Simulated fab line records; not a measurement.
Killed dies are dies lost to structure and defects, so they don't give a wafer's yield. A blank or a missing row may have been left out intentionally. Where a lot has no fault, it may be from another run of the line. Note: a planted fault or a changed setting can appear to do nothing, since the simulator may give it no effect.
Lot-split experiment | flow n5Finfet | 21 wafers read from 7 lots, route of 1938 steps

== ON THE SPLIT ==
At N5_BEOL_M10_COAT_59 (time 60 s, resist thk 100 nm), the setting spinRpm was moved away from the recipe's 1500 rpm on 8 of the 21 wafers read, by -9.9% to +10.9%. The other wafers ran this setting at the recipe's value.

== FROM THE SPLIT TO THE READING: what the file shows between them, 7 steps ==
- N5_BEOL_M10_COAT_60: time 60 s, resist thk 30 nm
- N5_BEOL_M10_COAT_05: resist thk 90 nm
- N5_BEOL_M10_DESCUM_16: chemistry O2, time 7.9 s
- N5_BEOL_M10_ETCH_61: etches SiARC in CF4, target depth 39 nm, time 65 s
- N5_BEOL_M10_ETCH_62: etches SOC in N2/H2, target depth 110 nm, overetch 22 nm, time 165 s
- N5_BEOL_M10_STRIP_68: strips in N2/H2
- N5_BEOL_M10_STRIP_67: strips in CF4

== THE READING ==
SOC_of_BEOL_M10_COAT_59.thkNm (the simulator's own value, which no gauge read), in nm, at N5_BEOL_M10_HM_OPEN_17 (chemistry Cl2/BCl3, target TiN, target depth 20 nm, overetch 6 nm). The file gives no usual value for it. The 13 wafers here that ran the recipe average 92.0 nm, standard deviation 0.22 nm.

wafer  | tool, chamber at the split | spinRpm as run, rpm | against the recipe | SOC_of_BEOL_M10_COAT_59.thkNm, nm | against lot-mates on the recipe
L078.1 | lithoTrack-04, 0           | 1500                | recipe             | 92                                | -
L078.3 | lithoTrack-04, 0           | 1500                | recipe             | 92                                | -
L078.5 | lithoTrack-04, 0           | 1500                | recipe             | 92.2                              | -
L081.1 | lithoTrack-03, 0           | 1500                | recipe             | 92.4                              | -
L081.2 | lithoTrack-03, 0           | 1375                | -8.3%              | 96.6                              | +4.2
L081.5 | lithoTrack-03, 0           | 1375                | -8.3%              | 96.2                              | +3.8
L088.3 | lithoTrack-03, 0           | 1500                | recipe             | 91.6                              | -
L088.5 | lithoTrack-03, 0           | 1500                | recipe             | 92                                | -
L088.6 | lithoTrack-03, 0           | 1500                | recipe             | 92                                | -
L093.3 | lithoTrack-04, 0           | 1626                | +8.4%              | 88                                | -3.7
L093.5 | lithoTrack-04, 0           | 1500                | recipe             | 91.8                              | -
L093.6 | lithoTrack-04, 0           | 1500                | recipe             | 91.6                              | -
L094.1 | lithoTrack-03, 0           | 1500                | recipe             | 92                                | -
L094.2 | lithoTrack-03, 0           | 1351                | -9.9%              | 97.4                              | +5.4
L094.6 | lithoTrack-03, 0           | 1351                | -9.9%              | 97.6                              | +5.6
L096.1 | lithoTrack-03, 0           | 1500                | recipe             | 92                                | -
L096.2 | lithoTrack-03, 0           | 1500                | recipe             | 92.2                              | -
L096.6 | lithoTrack-03, 0           | 1664                | +10.9%             | 87                                | -5.1
L097.1 | lithoTrack-03, 0           | 1457                | -2.9%              | 93.6                              | +1.4
L097.5 | lithoTrack-03, 0           | 1457                | -2.9%              | 93.6                              | +1.4
L097.2 | lithoTrack-03, 0           | 1500                | recipe             | 92.2                              | -

THE FIT
A straight line over all 21 wafers: SOC_of_BEOL_M10_COAT_59.thkNm changes by -0.511 nm for each +1% of spinRpm; r = -1.00; the points scatter about the line by 0.27 nm.
The same after taking each lot's own level away (the mean of its wafers on the recipe; 21 wafers): -0.496 nm for each +1%; r = -1.00; scatter 0.25 nm.
That fit puts the effect of the largest move of spinRpm on the reading at 5.4 nm.
Across the lots, their own levels run from 91.70 to 92.40 nm, a range of 3.2 times the standard deviation given above.
Hence the lot-to-lot level has little effect on the slope; both slopes agree.
Check: for one of the wafers moved furthest among these (+10.9%), held out of the fit, the line's prediction against its lot-mates is -5.46 nm. Against them it came out at -5.1 nm.

== OTHER SPLITS APPLIED TO THESE WAFERS ==
Before the reading, these wafers also passed through other splits. Each is held against what the fit with the lots' levels taken away leaves over:
other split on the same wafers    | wafers away from the commonest value | r with SOC_of_BEOL_M10_COAT_59.thkNm (lot level and that fit taken away)
N5_BEOL_M8_TRENCH_ETCH_37 sourceW | 5                                    | -0.27

== THE WHOLE CHAIN: every reading that the file lists as answering this split, in the file's order ==
step                   | what it does                                                         | reading                                                                        | change (the file's fit)               | r (the file's)
N5_BEOL_M10_COAT_59    | time 60 s, resist thk 100 nm                                         | SOC_of_BEOL_M10_COAT_59.thkNm (the simulator's own value, which no gauge read) | -0.484 nm for each +1% of the setting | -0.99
N5_BEOL_M10_ETCH_62    | etches SOC in N2/H2, target depth 110 nm, overetch 22 nm, time 165 s | etch.depthNm (the simulator's own value, which no gauge read)                  | -0.491 nm for each +1% of the setting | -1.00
N5_BEOL_M10_HM_OPEN_17 | chemistry Cl2/BCl3, target TiN, target depth 20 nm, overetch 6 nm    | SOC_of_BEOL_M10_COAT_59.thkNm (the simulator's own value, which no gauge read) | -0.488 nm for each +1% of the setting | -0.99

== THE FILE'S OWN FIT ==
SOC_of_BEOL_M10_COAT_59.thkNm changes by -0.488 nm for each +1% of spinRpm, r = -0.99.
